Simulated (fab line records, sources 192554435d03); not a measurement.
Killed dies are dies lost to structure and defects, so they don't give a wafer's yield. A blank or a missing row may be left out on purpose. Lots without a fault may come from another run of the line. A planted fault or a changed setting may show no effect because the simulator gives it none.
A struck lot beside a sound one | flow n5_finfet | 36 steps out of a route of 1938
Sound: wafers L386.2, L386.4, L386.5. Struck: wafer L402.5. (L402.1 of the same lot was not struck and is left out.) The cause comes at the end.
At each step with rows: each side's tool, then ch and its chambers, then its first start. Under that, the readings that differ: sound wafers | struck wafers | difference of the means | sigmas: that difference in standard deviations of wafers without a fault.
alike: readings whose means differ by less than 2 such deviations, and words and numbers that are the same on both sides. not compared: withheld readings, readings that some wafer has no value for, bounds like >300 that may hide the same value, and numbers for which the record gives no deviation and whose values overlap.
The two part at a step that has a row with sigmas, a row that says differs or no value, or rows on one side only. Numbers that don't overlap but have no deviation are shown without sigmas and don't part them. A reading that every wafer of one side lacks parts them only if that side has two wafers or more.

first, 8 steps without rows for these wafers: N5_BEOL_M9_SPUTTER_48 (material Cu, target thk 12 nm, time 2 s); N5_BEOL_M9_ECD_50 (material Cu, target thk 318 nm); N5_BEOL_M9_ANNEAL_51 (time 90 s); N5_BEOL_M9_CMP_52 (polishes, stops on SiCOH lowk, t overpolish 7 s, target thk 140 nm); N5_BEOL_M9_PRE_CLEAN_55 (time 15 s); N5_BEOL_M9_DEP_56 (deposits SiCN from 3MS/NH3, target thk 15 nm, time 26.5 s); N5_BEOL_M10_ILD_DEP_00 (deposits SiCOH lowk from DEMS/porogen, target thk 308.51 nm, time 58 s); N5_BEOL_M10_CURE_71 (cures SiCOH lowk, time 240 s).
N5_BEOL_M10_PECVD_70: deposits SiO2 from TEOS/O2, target thk 20 nm, time 22.7 s.
  sound on pecvd-03 ch 0,1,2, day 11 05:56; struck on pecvd-03 ch 0, day 15 09:44
  reading                                     | sound          | struck | difference | sigmas
  model.SiO2_of_BEOL_M10_PECVD_70.thk_nm (nm) | 19.8 20.2 20.4 | 28.4   | +8.3       |
  alike: heater_power_w, showerhead_plenum_p_Torr, throttle_valve_pct
then, 24 steps without rows for these wafers: N5_BEOL_M10_HM_DEP_02 (deposits TiN, target thk 20 nm); N5_BEOL_M10_COAT_59 (time 60 s, resist thk 100 nm); N5_BEOL_M10_COAT_60 (time 60 s, resist thk 30 nm); N5_BEOL_M10_COAT_05 (resist thk 90 nm); N5_BEOL_M10_EBR_07; N5_BEOL_M10_SOFTBAKE_06 (time 60 s); N5_BEOL_M10_EXPOSE_08 (exposes mask M10); N5_BEOL_M10_PEB_09 (peb time 60 s); N5_BEOL_M10_DEVELOP_10 (develop time 30 s); N5_BEOL_M10_DESCUM_16 (chemistry O2, time 7.9 s); N5_BEOL_M10_ETCH_61 (etches SiARC in CF4, target depth 39 nm, time 65 s); N5_BEOL_M10_ETCH_62 (etches SOC in N2/H2, target depth 110 nm, overetch 22 nm, time 165 s); N5_BEOL_M10_STRIP_68 (strips in N2/H2); N5_BEOL_M10_STRIP_67 (strips in CF4); N5_BEOL_M10_HM_OPEN_17 (chemistry Cl2/BCl3, target TiN, target depth 20 nm, overetch 6 nm); N5_BEOL_M10_STRIP_19 (strips in O2); N5_BEOL_M10_COAT_63 (time 60 s, resist thk 100 nm); N5_BEOL_M10_COAT_64 (time 60 s, resist thk 30 nm); N5_BEOL_M10_COAT_22 (resist thk 90 nm); N5_BEOL_M10_EBR_24; N5_BEOL_M10_SOFTBAKE_23 (time 60 s); N5_BEOL_M10_EXPOSE_25 (exposes mask V9); N5_BEOL_M10_PEB_26 (peb time 60 s); N5_BEOL_M10_DEVELOP_27 (develop time 30 s).
N5_BEOL_M10_HM_STRIP_39: strips TiN in peroxide tin strip, target depth 25 nm, time 158 s.
  sound on wet_bench-05 ch 1,2,3, day 11 10:13; struck on wet_bench-02 ch 6, day 15 13:40
  reading                                     | sound        | struck | difference | sigmas
  model.SiO2_of_BEOL_M10_PECVD_70.thk_nm (nm) | 19.8 20 20.4 | 28.2   | +8.1       |
N5_BEOL_M10_CMP_52: polishes, stops on SiCOH lowk, t overpolish 7 s, target thk 140 nm.
  sound on cmp-01 ch 0,2,3, day 11 12:28; struck on cmp-01 ch 2, day 15 18:20
  reading                      | sound          | struck | difference | sigmas
  barrier_field_endpoint_s (s) | 29.0 27.6 29.3 | 36.7   | +8.1       | +11
  alike: motor_current_A, slurry_filter_dp_kPa
then, 1 step without rows for these wafers: N5_PASSIVATION_PROBE_49.

WHERE THEY PART
Only at N5_BEOL_M10_CMP_52, within this record.

WHY: what the simulator had put in
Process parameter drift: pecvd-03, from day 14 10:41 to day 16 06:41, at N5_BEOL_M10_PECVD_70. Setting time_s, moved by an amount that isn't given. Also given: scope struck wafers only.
